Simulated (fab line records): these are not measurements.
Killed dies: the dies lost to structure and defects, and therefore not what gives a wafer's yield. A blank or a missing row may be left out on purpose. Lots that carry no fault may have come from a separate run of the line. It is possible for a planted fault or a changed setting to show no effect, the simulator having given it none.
Struck lot and sound lot, side by side / flow n5Finfet / 27 steps out of a route of 1938
Sound: the wafers L780.2, L780.4, L780.5. Wafers struck: L782.2, L782.3, L782.6. At the end, the cause is stated.
Each step with rows lists, per side, the tool, then ch with its chambers, then its first start. Under that, the readings that differ: sound wafers / struck wafers / difference of the means / sigmas: that difference in standard deviations of wafers without a fault.
alike: same words and numbers on both sides, and readings whose means sit less than 2 such deviations apart. not compared: any withheld reading, any reading some wafer has no value for, any bound like >300 that may hide the same value, and any number with overlapping values for which the record gives no deviation.
The two part at a step that has a row with sigmas, a row that says differs or no value, or rows on one side only. Numbers that don't overlap but have no deviation are shown without sigmas and don't part them. A reading that every wafer of one side lacks parts them only if that side has two wafers or more.

N5_BEOL_M8_CMP_52: polishes, stops on SiCOH lowk, t overpolish 6.9 s, target thk 80 nm.
  sound on cmp-04 ch 2,3, day 10 09:41; struck on cmp-03 ch 0,1,3, day 10 10:36
reading=barrierFieldEndpointS (s); sound=29.6 28.8 29.0; struck=27.4 27.4 27.8; difference=-1.6; sigmas=-2
  alike: motorCurrentA, overpolishRunS, timeToEndpointS
N5_BEOL_M8_THK_MEAS_53: measures by xrf.
  sound: filmMetro-02 at day 10 09:57; struck: filmMetro-01 at day 10 10:51
  alike: M8_THK
then, 1 step without rows for these wafers: N5_BEOL_M8_PRE_CLEAN_55 (time 15 s).
N5_BEOL_M8_DEP_56: deposits SiCN from 3MS/NH3, target thk 10 nm, time 17.5 s.
  sound on pecvd-02 ch 0,1, day 10 10:02; struck on pecvd-01 ch 1,2, day 10 10:55
  alike: showerheadPlenumPTorr, throttleValvePct
N5_BEOL_M8_RS_MEAS_57: measures by four-point-probe.
  sound: filmMetro-02 at day 10 10:07; struck: filmMetro-01 at day 10 10:59
  alike: M8_RS
N5_BEOL_M8_INSPECT_58: inspects for defects (darkfield).
  sound: defectInspect-01 at day 10 10:08; struck: defectInspect-01 at day 10 11:01
  alike: rawDefectCount
then, 1 step without rows for these wafers: N5_BEOL_M9_ILD_DEP_00 (deposits SiCOH lowk from DEMS/porogen, target thk 308.51 nm, time 58 s).
N5_BEOL_M9_CURE_71: cures SiCOH lowk, time 240 s.
  sound on uvCure-01 ch 2, day 10 10:20; struck on uvCure-01 ch 1, day 10 11:13
  alike: lampPowerPct, wafer_temp_C_max
N5_BEOL_M9_THK_MEAS_01:
  sound: filmMetro-02 at day 10 10:46; struck: filmMetro-01 at day 10 11:38
  alike: M9_ILD_THK
N5_BEOL_M9_PECVD_70: deposits SiO2 from TEOS/O2, target thk 20 nm, time 22.7 s.
  sound on pecvd-03 ch 0,1,2, day 10 10:48; struck on pecvd-04 ch 0,1,2, day 10 11:41
  alike: heaterPowerW, showerheadPlenumPTorr, throttleValvePct
N5_BEOL_M9_HM_DEP_02: deposits TiN, target thk 20 nm.
  sound: pvdSputter-02 at day 10 11:43; struck: pvdSputter-02 at day 10 11:55
  alike: throttleValvePct
then, 1 step without rows for these wafers: N5_BEOL_M9_COAT_59 (time 60 s, resist thk 100 nm).
N5_BEOL_M9_COAT_60: time 60 s, resist thk 30 nm.
  sound on lithoTrack-02 ch 0, day 10 11:51; struck on lithoTrack-01 ch 0, day 10 12:03
reading=chillPlateTempC (C); sound=23.12 23.23 23.11; struck=22.91 22.91 22.81; difference=-0.28; sigmas=-3
reading=spinSpeedRpm (rpm); sound=1500.1 1501.7 1500.6; struck=1666.0 1665.5 1664.6; difference=+164.6; sigmas=+99 or more
reading=model.SiARC_of_BEOL_M9_COAT_60.thkNm (nm); sound=30 29.8 29.8; struck=28.4 28.2 28.4; difference=-1.5; sigmas=
then, 6 steps without rows for these wafers: N5_BEOL_M9_COAT_05 (resist thk 90 nm); N5_BEOL_M9_EBR_07; N5_BEOL_M9_SOFTBAKE_06 (time 60 s); N5_BEOL_M9_EXPOSE_08 (exposes mask M9); N5_BEOL_M9_PEB_09 (peb time 60 s); N5_BEOL_M9_DEVELOP_10 (develop time 30 s).
N5_BEOL_M9_CD_MEAS_11: target cd 64.1 nm.
  sound on cdSem-01 ch 0, day 10 12:05; struck on cdSem-02 ch 0, day 10 12:29
  alike: cdNm
N5_BEOL_M9_OVL_MEAS_12:
  sound on overlay-01 ch 0, day 10 12:07; struck on overlay-01 ch 0, day 10 12:31
  alike: M9_OVL
N5_BEOL_M9_INSPECT_13: inspects for defects (brightfield).
  sound: defectInspect-02 at day 10 12:09; struck: defectInspect-01 at day 10 12:32
  alike: rawDefectCount
then, 1 step without rows for these wafers: N5_BEOL_M9_DESCUM_16 (chemistry O2, time 7.9 s).
N5_BEOL_M9_ETCH_61: etches SiARC in CF4, target depth 39 nm, time 65 s.
  sound on rieDiel-01 ch 0,1,3, day 10 12:13; struck on rieDiel-03 ch 1,2, day 10 12:41
reading=model.etch.depthNm (nm); sound=29.92 29.84 29.85; struck=28.36 28.29 28.37; difference=-1.53; sigmas=
reading=model.CAR-ArF_of_BEOL_M9_COAT_05.thkNm (nm); sound=55.6 55.8 55.6; struck=57 57 57; difference=+1; sigmas=
  alike: drypumpMotorCurrentA, etchRfOnTimeS, oesProductAu, rfVppV, showerheadPlenumPTorr, throttleValvePct
  not compared: rfHoursCounterH
N5_BEOL_M9_ETCH_62: etches SOC in N2/H2, target depth 110 nm, overetch 22 nm, time 165 s.
  sound on rieDiel-01 ch 0,1,3, day 10 12:16; struck on rieDiel-03 ch 1,2, day 10 12:44
reading=model.SiARC_of_BEOL_M9_COAT_60.thkNm (nm); sound=23.6 23.6 23; struck=22 21.8 22; difference=-1; sigmas=
  alike: drypumpMotorCurrentA, oesProductAu, rfVppV, showerheadPlenumPTorr, throttleValvePct
  not compared: rfHoursCounterH
then, 1 step without rows for these wafers: N5_BEOL_M9_STRIP_68 (strips in N2/H2).
-- here the record skips 2 days between the struck wafers' starts before and after, leaving off in module BEOL_M9 and picking up in module PASSIVATION (first step shown: number 1936 of the route) --
N5_PASSIVATION_PROBE_49:
  the record has rows for the struck wafers here (prober-02, day 12 15:40) and none for the sound ones

WHERE THEY PART
First at N5_BEOL_M8_CMP_52; last, within this record, at N5_PASSIVATION_PROBE_49.

WHY: the cause the simulator had injected
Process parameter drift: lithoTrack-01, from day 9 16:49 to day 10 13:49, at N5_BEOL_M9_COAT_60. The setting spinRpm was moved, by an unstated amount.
